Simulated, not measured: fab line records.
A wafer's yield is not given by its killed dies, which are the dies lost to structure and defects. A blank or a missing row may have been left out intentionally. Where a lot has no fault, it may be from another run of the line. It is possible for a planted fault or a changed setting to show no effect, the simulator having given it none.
fab line records :: flow nand-harc :: part 2 of 2: steps 29 to 43 of 43
[record]
  lots = 5
  wafers = 15
  last-day = 24
route steps=1159 shown A_M0@996 A_M1@1026
lots with no fault: from the same line, run without faults
start-h: the number of hours between the record's first day and the start of the first shown wafer of the lot :: wait-h: hours since the lot's step before :: " repeats the value in the row above :: L1.1+2: a row that stands for several wafers :: - no value, or no start given :: * or withheld: withheld :: < > ~ a bound
route shown NAME@n: a module of which the file shows steps, and the number in the route of the first :: usual: mean/standard deviation taken from wafers without a fault :: same: alike in all rows :: chamber/n: place in a boat :: sites: each site's reading :: _std_site: standard deviation of those values :: _edge_site: outer sites' mean less inner sites' :: radius-mm: how far each site lies from the wafer's centre :: mask NAME#n: copy n :: behind: tool/chamber where the wafer was last shaped :: hold: cause of the lot's hold/its duration in hours/its outcome :: device: whichever transistor did not switch (one of n, p or np) :: end of line: the tests these same wafers got at the end of their route :: a step given without rows: its recipe and nothing more :: killed: not the wafer's yield, but the dies lost to structure and defects at the first sort :: map: shows each die of a wafer: x if killed, . if not, _ if none is there
set.NAME: setting as actually run; set.NAME@STEP: the setting as run at that earlier step :: model.NAME: the simulator's own value behind a step, which no gauge read
lots at selected steps of the route; one table per step, one row per wafer
services: a tool's chamber out of use, with start hour (start-h, from the record's first day; less than 0 if before it), hours out, and reason
[[steps]]
[step NHARC_A_M0_DEP_32]
[recipe]
  target-thk-a = 300
  temp-c = 370
  target-thk-nm = 30
  pressure-torr = 3
  flow-sccm = 200
  rf-w = 450
  material = SiCN
[usual]
  heater-power-w = 553/82
lot.wafer: L075.2
tool: pecvd-04
chamber: 1
start-h: 418.22
wait-h: 0.1
heater-power-w: 509

lot.wafer: L075.6
tool: pecvd-04
chamber: 2
start-h: 418.22
wait-h: 0.1
heater-power-w: 629

lot.wafer: L075.5
tool: pecvd-04
chamber: 0
start-h: 418.22
wait-h: 0.1
heater-power-w: 610

lot.wafer: L082.3
tool: pecvd-04
chamber: 1
start-h: 448.80
wait-h: 0.1
heater-power-w: 460

lot.wafer: L082.6
tool: pecvd-04
chamber: 1
start-h: 448.80
wait-h: 0.1
heater-power-w: 470

lot.wafer: L082.4
tool: pecvd-04
chamber: 2
start-h: 448.80
wait-h: 0.1
heater-power-w: 530

lot.wafer: L086.2
tool: pecvd-01
chamber: 1
start-h: 491.33
wait-h: 0.1
heater-power-w: 692

lot.wafer: L086.4
tool: pecvd-01
chamber: 1
start-h: 491.33
wait-h: 0.1
heater-power-w: 693

lot.wafer: L086.5
tool: pecvd-01
chamber: 2
start-h: 491.33
wait-h: 0.1
heater-power-w: 406

lot.wafer: L095.2
tool: pecvd-01
chamber: 1
start-h: 529.86
wait-h: 0.1
heater-power-w: 677

lot.wafer: L095.3
tool: pecvd-01
chamber: 0
start-h: 529.86
wait-h: 0.1
heater-power-w: 614

lot.wafer: L095.5
tool: pecvd-01
chamber: 2
start-h: 529.86
wait-h: 0.1
heater-power-w: 403

lot.wafer: L096.1
tool: pecvd-03
chamber: 0
start-h: 532.83
wait-h: 0.1
heater-power-w: 449

lot.wafer: L096.5
tool: pecvd-03
chamber: 1
start-h: 532.83
wait-h: 0.1
heater-power-w: 543

lot.wafer: L096.4
tool: pecvd-03
chamber: 0
start-h: 532.83
wait-h: 0.1
heater-power-w: 455
[step NHARC_A_M1_DEP_00]
[recipe]
  target-thk-a = 1825
  target-thk-nm = 182.5
  temp-c = withheld
  pressure-torr = 5
  flow-sccm = 200
  rf-w = 600
  material = SiOC
lot.wafer: L075.2+5+6
tool: pecvd-03
chamber: 2,2,0
start-h: 418.64
wait-h: -

lot.wafer: L082.3+4+6
tool: pecvd-01
chamber: 2,1,2
start-h: 449.33
wait-h: -

lot.wafer: L086.2+4+5
tool: pecvd-04
chamber: 2,0,1
start-h: 491.79
wait-h: -

lot.wafer: L095.2+3+5
tool: pecvd-01
chamber: 1,2,0
start-h: -
wait-h: -

lot.wafer: L096.1+5+4
tool: pecvd-04
chamber: 0,2,1
start-h: 533.21
wait-h: -
[step NHARC_A_M1_DEHYDRATE_01]
[recipe]
  temp-c = 150
  time-s = 120
lot.wafer: L075.2+5+6
tool: litho-track-04
chamber: 0
start-h: 419.04
wait-h: -

lot.wafer: L082.3+4+6
tool: litho-track-04
chamber: 0
start-h: 449.65
wait-h: -

lot.wafer: L086.2+4+5
tool: litho-track-01
chamber: 0
start-h: 492.10
wait-h: -

lot.wafer: L095.2+3+5
tool: litho-track-04
chamber: 0
start-h: 530.65
wait-h: -

lot.wafer: L096.1+4+5
tool: litho-track-01
chamber: 0
start-h: 533.57
wait-h: -
[step NHARC_A_M1_HMDS_02]
[recipe]
  time-s = 30
lot.wafer: L075.2+5+6
tool: litho-track-04
chamber: 0
start-h: -
wait-h: -

lot.wafer: L082.3+4+6
tool: litho-track-04
chamber: 0
start-h: -
wait-h: -

lot.wafer: L086.2+4+5
tool: litho-track-01
chamber: 0
start-h: -
wait-h: -

lot.wafer: L095.2+3+5
tool: litho-track-04
chamber: 0
start-h: -
wait-h: -

lot.wafer: L096.1+4+5
tool: litho-track-01
chamber: 0
start-h: -
wait-h: -
[step NHARC_A_M1_COAT_34]
[recipe]
  temp-c = 200
  time-s = 65
lot.wafer: L075.2+5+6
tool: litho-track-04
chamber: 0
start-h: -
wait-h: -

lot.wafer: L082.3+4+6
tool: litho-track-04
chamber: 0
start-h: -
wait-h: -

lot.wafer: L086.2+4+5
tool: litho-track-01
chamber: 0
start-h: -
wait-h: -

lot.wafer: L095.2+3+5
tool: litho-track-04
chamber: 0
start-h: -
wait-h: -

lot.wafer: L096.1+4+5
tool: litho-track-01
chamber: 0
start-h: -
wait-h: -
[step NHARC_A_M1_COAT_03]
[recipe]
  spin-rpm = 1500
  resist-thk-nm = 90
lot.wafer: L075.2+5+6
tool: litho-track-04
chamber: 0
start-h: -
wait-h: -

lot.wafer: L082.3+4+6
tool: litho-track-04
chamber: 0
start-h: -
wait-h: -

lot.wafer: L086.2+4+5
tool: litho-track-01
chamber: 0
start-h: -
wait-h: -

lot.wafer: L095.2+3+5
tool: litho-track-04
chamber: 0
start-h: -
wait-h: -

lot.wafer: L096.1+4+5
tool: litho-track-01
chamber: 0
start-h: -
wait-h: -
[step NHARC_A_M1_SOFTBAKE_04]
[recipe]
  temp-c = 105
  time-s = 55
lot.wafer: L075.2+5+6
tool: litho-track-04
chamber: 0
start-h: -
wait-h: -

lot.wafer: L082.3+4+6
tool: litho-track-04
chamber: 0
start-h: -
wait-h: -

lot.wafer: L086.2+4+5
tool: litho-track-01
chamber: 0
start-h: -
wait-h: -

lot.wafer: L095.2+3+5
tool: litho-track-04
chamber: 0
start-h: -
wait-h: -

lot.wafer: L096.1+4+5
tool: litho-track-01
chamber: 0
start-h: -
wait-h: -
[step NHARC_A_M1_EBR_05]
lot.wafer: L075.2+5+6
tool: litho-track-04
chamber: 0
start-h: -
wait-h: -

lot.wafer: L082.3+4+6
tool: litho-track-04
chamber: 0
start-h: -
wait-h: -

lot.wafer: L086.2+4+5
tool: litho-track-01
chamber: 0
start-h: -
wait-h: -

lot.wafer: L095.2+3+5
tool: litho-track-04
chamber: 0
start-h: -
wait-h: -

lot.wafer: L096.1+4+5
tool: litho-track-01
chamber: 0
start-h: -
wait-h: -
[step NHARC_A_M1_EXPOSE_06]
[recipe]
  na = 1.35
  target-cd-nm = 120
  dose-mj = 75.13
  mask-id = A_M1
lot.wafer: L075.2+5+6
tool: arfi-scanner-02
chamber: 0
start-h: 419.21
wait-h: -
mask: A_M1#0

lot.wafer: L082.3+4+6
tool: arfi-scanner-01
chamber: 0
start-h: 449.95
wait-h: -
mask: A_M1#0

lot.wafer: L086.2+4+5
tool: arfi-scanner-03
chamber: 0
start-h: 492.40
wait-h: -
mask: A_M1#0

lot.wafer: L095.2+3+5
tool: arfi-scanner-01
chamber: 0
start-h: 530.95
wait-h: -
mask: A_M1#0

lot.wafer: L096.1+4+5
tool: arfi-scanner-03
chamber: 0
start-h: 533.86
wait-h: -
mask: A_M1#0
[step NHARC_A_M1_PEB_07]
[recipe]
  peb-temp-c = 100
  peb-time-s = 65
lot.wafer: L075.2+5+6
tool: litho-track-01
chamber: 0
start-h: 419.28
wait-h: 0.1

lot.wafer: L082.3+4+6
tool: litho-track-06
chamber: 0
start-h: 450.00
wait-h: 0.0

lot.wafer: L086.2+4+5
tool: litho-track-06
chamber: 0
start-h: 492.46
wait-h: 0.1

lot.wafer: L095.2+3+5
tool: litho-track-06
chamber: 0
start-h: 531.00
wait-h: 0.1

lot.wafer: L096.1+4+5
tool: litho-track-04
chamber: 0
start-h: 533.92
wait-h: 0.1
[step NHARC_A_M1_DEVELOP_08]
[recipe]
  develop-time-s = 35
  dev-temp-c = 23
lot.wafer: L075.2+5+6
tool: litho-track-01
chamber: 0
start-h: -
wait-h: -

lot.wafer: L082.3+4+6
tool: litho-track-06
chamber: 0
start-h: -
wait-h: -

lot.wafer: L086.2+4+5
tool: litho-track-06
chamber: 0
start-h: -
wait-h: -

lot.wafer: L095.2+3+5
tool: litho-track-06
chamber: 0
start-h: -
wait-h: -

lot.wafer: L096.1+4+5
tool: litho-track-04
chamber: 0
start-h: -
wait-h: -
[step NHARC_A_M1_CD_MEAS_09]
[recipe]
  target-cd-nm = 120
  landing-energy-ev = 500
[usual]
  cd-nm = 119.8/0.62
lot.wafer: L075.2
tool: cd-sem-01
chamber: 0
start-h: 419.36
wait-h: -
cd-nm: 121.0

lot.wafer: L075.5
tool: cd-sem-01
chamber: 0
start-h: 419.36
wait-h: -
cd-nm: 120.2

lot.wafer: L075.6
tool: cd-sem-01
chamber: 0
start-h: 419.36
wait-h: -
cd-nm: 119.7

lot.wafer: L082.3
tool: cd-sem-03
chamber: 0
start-h: 450.08
wait-h: -
cd-nm: 119.6

lot.wafer: L082.4
tool: cd-sem-03
chamber: 0
start-h: 450.08
wait-h: -
cd-nm: 119.6

lot.wafer: L082.6
tool: cd-sem-03
chamber: 0
start-h: 450.08
wait-h: -
cd-nm: 119.3

lot.wafer: L086.2
tool: cd-sem-02
chamber: 0
start-h: 492.54
wait-h: -
cd-nm: 120.0

lot.wafer: L086.4
tool: cd-sem-02
chamber: 0
start-h: 492.54
wait-h: -
cd-nm: 120.0

lot.wafer: L086.5
tool: cd-sem-02
chamber: 0
start-h: 492.54
wait-h: -
cd-nm: 119.5

lot.wafer: L095.2
tool: cd-sem-03
chamber: 0
start-h: 531.08
wait-h: -
cd-nm: 119.9

lot.wafer: L095.3
tool: cd-sem-03
chamber: 0
start-h: 531.08
wait-h: -
cd-nm: 120.8

lot.wafer: L095.5
tool: cd-sem-03
chamber: 0
start-h: 531.08
wait-h: -
cd-nm: 119.3

lot.wafer: L096.1
tool: cd-sem-03
chamber: 0
start-h: 534.00
wait-h: -
cd-nm: 119.5

lot.wafer: L096.4
tool: cd-sem-03
chamber: 0
start-h: 534.00
wait-h: -
cd-nm: 119.5

lot.wafer: L096.5
tool: cd-sem-03
chamber: 0
start-h: 534.00
wait-h: -
cd-nm: 118.8
[step NHARC_A_M1_OVL_MEAS_10]
[recipe]
  pitch-nm = 240
[usual]
  overlay-x-nm = 0.3/0.85
  overlay-y-nm = 0.0/0.81
lot.wafer: L075.2
tool: overlay-01
chamber: -
start-h: 419.44
wait-h: -
overlay-x-nm: -0.6
overlay-y-nm: -0.9

lot.wafer: L075.5
tool: overlay-01
chamber: -
start-h: 419.44
wait-h: -
overlay-x-nm: -0.9
overlay-y-nm: -0.9

lot.wafer: L075.6
tool: overlay-01
chamber: -
start-h: 419.44
wait-h: -
overlay-x-nm: -1.0
overlay-y-nm: -1.1

lot.wafer: L082.3
tool: overlay-01
chamber: -
start-h: 450.17
wait-h: -
overlay-x-nm: -1.4
overlay-y-nm: 1.0

lot.wafer: L082.4
tool: overlay-01
chamber: -
start-h: 450.17
wait-h: -
overlay-x-nm: -0.7
overlay-y-nm: 1.6

lot.wafer: L082.6
tool: overlay-01
chamber: -
start-h: 450.17
wait-h: -
overlay-x-nm: -0.9
overlay-y-nm: 1.6

lot.wafer: L086.2
tool: overlay-01
chamber: -
start-h: 492.62
wait-h: -
overlay-x-nm: -0.1
overlay-y-nm: -0.2

lot.wafer: L086.4
tool: overlay-01
chamber: -
start-h: 492.62
wait-h: -
overlay-x-nm: 0.1
overlay-y-nm: -0.7

lot.wafer: L086.5
tool: overlay-01
chamber: -
start-h: 492.62
wait-h: -
overlay-x-nm: -0.7
overlay-y-nm: -0.7

lot.wafer: L095.2
tool: overlay-01
chamber: -
start-h: 531.17
wait-h: -
overlay-x-nm: 0.8
overlay-y-nm: -1.2

lot.wafer: L095.3
tool: overlay-01
chamber: -
start-h: 531.17
wait-h: -
overlay-x-nm: 1.3
overlay-y-nm: -0.9

lot.wafer: L095.5
tool: overlay-01
chamber: -
start-h: 531.17
wait-h: -
overlay-x-nm: 1.1
overlay-y-nm: -0.7

lot.wafer: L096.1
tool: overlay-02
chamber: -
start-h: 534.09
wait-h: -
overlay-x-nm: 0.2
overlay-y-nm: -0.5

lot.wafer: L096.4
tool: overlay-02
chamber: -
start-h: 534.09
wait-h: -
overlay-x-nm: 0.5
overlay-y-nm: -0.9

lot.wafer: L096.5
tool: overlay-02
chamber: -
start-h: 534.09
wait-h: -
overlay-x-nm: 0.4
overlay-y-nm: -0.8
[step NHARC_A_M1_INSPECT_11]
[usual]
  raw-defect-count = 30/13
lot.wafer: L075.2
tool: defect-inspect-02
chamber: -
start-h: 419.48
wait-h: 0.0
raw-defect-count: 35

lot.wafer: L075.5
tool: defect-inspect-02
chamber: -
start-h: 419.48
wait-h: 0.0
raw-defect-count: 36

lot.wafer: L075.6
tool: defect-inspect-02
chamber: -
start-h: 419.48
wait-h: 0.0
raw-defect-count: 33

lot.wafer: L082.3
tool: defect-inspect-02
chamber: -
start-h: 450.20
wait-h: 0.0
raw-defect-count: 16

lot.wafer: L082.4
tool: defect-inspect-02
chamber: -
start-h: 450.20
wait-h: 0.0
raw-defect-count: 13

lot.wafer: L082.6
tool: defect-inspect-02
chamber: -
start-h: 450.20
wait-h: 0.0
raw-defect-count: 16

lot.wafer: L086.2
tool: defect-inspect-01
chamber: -
start-h: 492.66
wait-h: 0.0
raw-defect-count: 39

lot.wafer: L086.4
tool: defect-inspect-01
chamber: -
start-h: 492.66
wait-h: 0.0
raw-defect-count: 29

lot.wafer: L086.5
tool: defect-inspect-01
chamber: -
start-h: 492.66
wait-h: 0.0
raw-defect-count: 32

lot.wafer: L095.2
tool: defect-inspect-02
chamber: -
start-h: 531.21
wait-h: 0.0
raw-defect-count: 45

lot.wafer: L095.3
tool: defect-inspect-02
chamber: -
start-h: 531.21
wait-h: 0.0
raw-defect-count: 45

lot.wafer: L095.5
tool: defect-inspect-02
chamber: -
start-h: 531.21
wait-h: 0.0
raw-defect-count: 34

lot.wafer: L096.1
tool: defect-inspect-01
chamber: -
start-h: 534.12
wait-h: 0.0
raw-defect-count: 41

lot.wafer: L096.4
tool: defect-inspect-01
chamber: -
start-h: 534.12
wait-h: 0.0
raw-defect-count: 37

lot.wafer: L096.5
tool: defect-inspect-01
chamber: -
start-h: 534.12
wait-h: 0.0
raw-defect-count: 43
[step NHARC_A_M1_DESCUM_14]
[recipe]
  time-s = 3
  o2-flow-sccm = 200
  ar-flow-sccm = 0
  bias-power-w = 0
  chemistry = O2
[usual]
  drypump-motor-current-A = 5.6/0.54
  o2-flow-sccm = 200.0/0.63
  oes-product-au = 0.997/0.0077
  rf-vpp-V = 58.0/0.97
  showerhead-plenum-p-Torr = 1.94/0.078
  throttle-valve-pct = 11.310/0.0093
lot.wafer: L075.2
tool: rie-diel-10
chamber: 0
start-h: 419.54
wait-h: 0.1
drypump-motor-current-A: 5.9
o2-flow-sccm: 200.7
oes-product-au: 0.991
rf-hours-counter-h: 6
rf-vpp-V: 56.7
showerhead-plenum-p-Torr: 1.83
throttle-valve-pct: 11.307

lot.wafer: L075.5
tool: rie-diel-10
chamber: 0
start-h: 419.54
wait-h: 0.1
drypump-motor-current-A: 5.9
o2-flow-sccm: 200.3
oes-product-au: 0.989
rf-hours-counter-h: -
rf-vpp-V: 57.2
showerhead-plenum-p-Torr: 1.83
throttle-valve-pct: 11.302

lot.wafer: L075.6
tool: rie-diel-10
chamber: 1
start-h: 419.54
wait-h: 0.1
drypump-motor-current-A: 5.7
o2-flow-sccm: 198.8
oes-product-au: 0.992
rf-hours-counter-h: -
rf-vpp-V: 58.9
showerhead-plenum-p-Torr: 1.99
throttle-valve-pct: 11.310

lot.wafer: L082.3
tool: rie-diel-12
chamber: 2
start-h: 450.29
wait-h: 0.1
drypump-motor-current-A: 5.1
o2-flow-sccm: 200.0
oes-product-au: 1.010
rf-hours-counter-h: 4
rf-vpp-V: 57.2
showerhead-plenum-p-Torr: 1.91
throttle-valve-pct: 11.314

lot.wafer: L082.4
tool: rie-diel-12
chamber: 3
start-h: 450.29
wait-h: 0.1
drypump-motor-current-A: 5.1
o2-flow-sccm: 202.2
oes-product-au: 0.997
rf-hours-counter-h: -
rf-vpp-V: 58.5
showerhead-plenum-p-Torr: 2.01
throttle-valve-pct: 11.313

lot.wafer: L082.6
tool: rie-diel-12
chamber: 0
start-h: 450.29
wait-h: 0.1
drypump-motor-current-A: 6.7
o2-flow-sccm: 200.7
oes-product-au: 1.000
rf-hours-counter-h: -
rf-vpp-V: 57.4
showerhead-plenum-p-Torr: 2.06
throttle-valve-pct: 11.306

lot.wafer: L086.2
tool: rie-diel-10
chamber: 3
start-h: 492.73
wait-h: 0.1
drypump-motor-current-A: 5.1
o2-flow-sccm: 199.3
oes-product-au: 1.008
rf-hours-counter-h: 11
rf-vpp-V: 57.4
showerhead-plenum-p-Torr: 1.80
throttle-valve-pct: 11.328

lot.wafer: L086.4
tool: rie-diel-10
chamber: 2
start-h: 492.73
wait-h: 0.1
drypump-motor-current-A: 5.3
o2-flow-sccm: 200.0
oes-product-au: 1.002
rf-hours-counter-h: -
rf-vpp-V: 57.1
showerhead-plenum-p-Torr: 1.88
throttle-valve-pct: 11.309

lot.wafer: L086.5
tool: rie-diel-10
chamber: 0
start-h: 492.73
wait-h: 0.1
drypump-motor-current-A: 5.9
o2-flow-sccm: 198.5
oes-product-au: 0.998
rf-hours-counter-h: -
rf-vpp-V: 57.1
showerhead-plenum-p-Torr: 1.83
throttle-valve-pct: 11.319

lot.wafer: L095.3
tool: rie-diel-08
chamber: 3
start-h: 531.28
wait-h: 0.1
drypump-motor-current-A: 5.2
o2-flow-sccm: 200.0
oes-product-au: 0.995
rf-hours-counter-h: 1
rf-vpp-V: 57.4
showerhead-plenum-p-Torr: 1.99
throttle-valve-pct: 11.307

lot.wafer: L095.2
tool: rie-diel-08
chamber: 0
start-h: 531.28
wait-h: 0.1
drypump-motor-current-A: 6.2
o2-flow-sccm: 199.7
oes-product-au: 1.002
rf-hours-counter-h: 1
rf-vpp-V: 57.7
showerhead-plenum-p-Torr: 2.05
throttle-valve-pct: 11.314

lot.wafer: L095.5
tool: rie-diel-08
chamber: 1
start-h: 531.28
wait-h: 0.1
drypump-motor-current-A: 5.3
o2-flow-sccm: 200.2
oes-product-au: 1.001
rf-hours-counter-h: -
rf-vpp-V: 59.0
showerhead-plenum-p-Torr: 1.91
throttle-valve-pct: 11.306

lot.wafer: L096.1
tool: rie-diel-08
chamber: 3
start-h: 534.20
wait-h: 0.1
drypump-motor-current-A: 5.3
o2-flow-sccm: 200.1
oes-product-au: 0.979
rf-hours-counter-h: 2
rf-vpp-V: 59.0
showerhead-plenum-p-Torr: 1.99
throttle-valve-pct: 11.324

lot.wafer: L096.4
tool: rie-diel-08
chamber: 3
start-h: 534.20
wait-h: 0.1
drypump-motor-current-A: 5.2
o2-flow-sccm: 199.7
oes-product-au: 0.987
rf-hours-counter-h: -
rf-vpp-V: 57.0
showerhead-plenum-p-Torr: 1.99
throttle-valve-pct: 11.319

lot.wafer: L096.5
tool: rie-diel-08
chamber: 0
start-h: 534.20
wait-h: 0.1
drypump-motor-current-A: 6.2
o2-flow-sccm: 199.4
oes-product-au: 0.996
rf-hours-counter-h: -
rf-vpp-V: 57.8
showerhead-plenum-p-Torr: 2.05
throttle-valve-pct: 11.314
[[services]]
tool: pvd-sputter-02
chamber: -
start-h: 395.93
hours: 0.7
kind: repair

tool: cmp-02
chamber: -
start-h: 401.94
hours: 0.3
kind: repair

tool: wet-bench-08
chamber: -
start-h: 406.40
hours: 8.0
kind: pm

tool: arfi-scanner-01
chamber: -
start-h: 409.37
hours: 0.6
kind: repair

tool: pvd-sputter-02
chamber: -
start-h: 409.39
hours: 10.0
kind: pm

tool: pvd-sputter-03
chamber: -
start-h: 415.55
hours: 3.1
kind: repair

tool: rie-diel-11
chamber: 3
start-h: 418.01
hours: 9.6
kind: repair

tool: pecvd-01
chamber: -
start-h: 418.11
hours: 13.0
kind: pm

tool: rie-diel-06
chamber: -
start-h: 418.20
hours: 9.0
kind: pm

tool: wet-bench-10
chamber: -
start-h: 423.20
hours: 8.0
kind: pm

tool: rie-diel-09
chamber: -
start-h: 431.10
hours: 9.0
kind: pm

tool: litho-track-01
chamber: -
start-h: 443.00
hours: 7.0
kind: pm

tool: ecd-cu-01
chamber: -
start-h: 448.74
hours: 8.0
kind: pm

tool: pvd-sputter-03
chamber: -
start-h: 458.05
hours: 10.0
kind: pm

tool: rie-diel-09
chamber: 2
start-h: 459.54
hours: 9.5
kind: repair

tool: litho-track-06
chamber: -
start-h: 467.00
hours: 7.0
kind: pm

tool: pecvd-03
chamber: -
start-h: 473.29
hours: 13.0
kind: pm

tool: arfi-scanner-03
chamber: -
start-h: 484.00
hours: 4.0
kind: pm

tool: pecvd-03
chamber: 1
start-h: 487.58
hours: 21.5
kind: repair

tool: litho-track-04
chamber: -
start-h: 491.00
hours: 7.0
kind: pm

tool: pvd-sputter-01
chamber: -
start-h: 509.17
hours: 2.1
kind: repair

tool: pvd-sputter-01
chamber: -
start-h: 514.03
hours: 10.0
kind: pm

tool: pecvd-04
chamber: 1
start-h: 522.59
hours: 5.7
kind: repair

tool: pvd-sputter-03
chamber: -
start-h: 531.28
hours: 1.0
kind: repair
